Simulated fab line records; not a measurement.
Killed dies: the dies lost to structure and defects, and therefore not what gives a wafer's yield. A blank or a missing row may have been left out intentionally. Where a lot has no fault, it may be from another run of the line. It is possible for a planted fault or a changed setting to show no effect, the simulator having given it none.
Chamber matching -- flow n5 finfet -- N5_BEOL_M10_STRIP_36 on rie diel-04: 4 sister chambers
The step strips in N2/H2. 20 wafers are shown with their chamber, then 10 later ones without.

## EACH WAFER AND ITS CHAMBER
wafer,chamber,throttle valve pct (%),showerhead plenum p Torr (Torr),oes product au (a.u.)
L074.1,1,23.3,2.59,0.93
L074.4,3,22.8,2.71,0.96
L074.6,0,24.2,2.70,0.86
L075.2,1,23.3,2.59,0.94
L075.3,3,22.8,2.71,0.96
L075.6,1,23.3,2.59,0.93
L078.2,3,22.8,2.71,0.93
L078.3,2,23.8,2.66,0.80
L078.5,2,23.8,2.66,0.80
L080.1,3,22.8,2.71,0.93
L080.3,0,24.2,2.69,0.84
L080.5,2,23.8,2.66,0.80
L077.2,3,22.8,2.71,0.94
L077.4,1,23.4,2.59,0.91
L077.6,0,24.2,2.69,0.84
L082.2,1,23.3,2.59,0.90
L082.3,2,23.8,2.66,0.79
L082.4,3,22.8,2.71,0.92
L083.1,0,24.2,2.69,0.83
L083.5,3,22.8,2.71,0.93

SIGNATURES, as means of the wafers listed above
reading,chamber 0,chamber 1,chamber 2,chamber 3,scatter within a chamber
throttle valve pct,24.200,23.320,23.800,22.800,0.0224
showerhead plenum p Torr,2.6925,2.5900,2.6600,2.7100,0.00217
oes product au,0.8425,0.9220,0.7975,0.9386,0.014
Rule: a wafer lies at a distance from a chamber equal to the root of the sum of squares, over the readings, of (its reading less the chamber's mean, divided by the reading's scatter). If the next closest chamber is less than 2 further off than the closest, the wafer can't be placed; otherwise it belongs to the closest. The scatter is the square root of a quotient: the sum, over the shown wafers, of each reading's squared deviation from its chamber's mean, divided by wafers minus chambers.

## WAFERS WITH NO CHAMBER GIVEN
wafer,throttle valve pct (%),showerhead plenum p Torr (Torr),oes product au (a.u.)
L083.6,23.8,2.66,0.80
L084.3,23.7,2.65,0.79
L084.4,24.2,2.69,0.83
L084.6,24.2,2.69,0.82
L085.1,23.3,2.58,0.88
L085.3,24.2,2.69,0.83
L085.5,23.4,2.58,0.89
L093.3,24.2,2.68,0.81
L093.5,23.8,2.65,0.76
L093.6,23.4,2.58,0.85

## THE CHAMBER EACH PASSED THROUGH
wafer,from the rows above,in truth
L083.6,2,2
L084.3,2,2
L084.4,0,0
L084.6,0,0
L085.1,1,1
L085.3,0,0
L085.5,1,1
L093.3,0,0
L093.5,2,2
L093.6,1,1
Placed correctly: 10 of 10. Left unplaced by these rows: 0. Placed wrongly: 0.
